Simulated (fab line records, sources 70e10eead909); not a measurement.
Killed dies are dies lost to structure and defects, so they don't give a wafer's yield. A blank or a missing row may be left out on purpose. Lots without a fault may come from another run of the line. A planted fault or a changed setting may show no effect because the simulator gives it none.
Chamber matching | flow nand_harc | NHARC_A_CHANNEL_FILL_D1_CMP_10 on cmp-02: 4 sister chambers
The step polishes, target thk 150 nm. 8 wafers are shown with their chamber, then 8 later ones without.

WAFERS WITH THEIR CHAMBER
wafer  | chamber | motor_current_A (A) | time_to_endpoint_s (s)
L077.3 | 1       | 13.2                | 15.9
L080.3 | 0       | 10.8                | 15.2
L080.6 | 1       | 13.6                | 14.7
L083.1 | 3       | 16.5                | 19.3
L086.3 | 2       | 11.6                | 16.4
L086.4 | 3       | 16.9                | 20.8
L086.5 | 0       | 11.3                | 17.0
L094.1 | 2       | 11.9                | 15.9

WAFERS WITHOUT THEIR CHAMBER
wafer  | motor_current_A (A) | time_to_endpoint_s (s)
L094.4 | 13.3                | 15.5
L094.6 | 13.6                | 14.8
L095.3 | 16.9                | 16.3
L095.5 | 11.6                | 13.1
L095.6 | 16.4                | 18.7
L097.2 | 15.8                | 21.2
L097.3 | 11.6                | 16.7
L097.4 | 13.5                | 15.6

WHICH CHAMBER EACH WENT THROUGH
wafer  | from the rows above     | in truth
L094.4 | 1                       | 1
L094.6 | 1                       | 1
L095.3 | 3                       | 3
L095.5 | can't be placed: 2 or 0 | 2
L095.6 | 3                       | 3
L097.2 | 3                       | 3
L097.3 | can't be placed: 2 or 0 | 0
L097.4 | 1                       | 1
Placed correctly: 6 of 8. Can't be placed from these rows: 2 (the true chamber is among the candidates in 2). Placed wrongly: 0.
How it was worked out, from the rows above alone: a wafer's distance from a chamber is the root of the sum, over the readings, of the square of ((its reading less the chamber's mean) divided by the reading's scatter). The wafer belongs to the nearest chamber; if the next one is less than 2 further off, it can't be placed. A chamber's mean is the mean of its shown wafers. The scatter: the root of (the sum of the squares of (reading less its chamber's mean) over the shown wafers, divided by (wafers less chambers)).
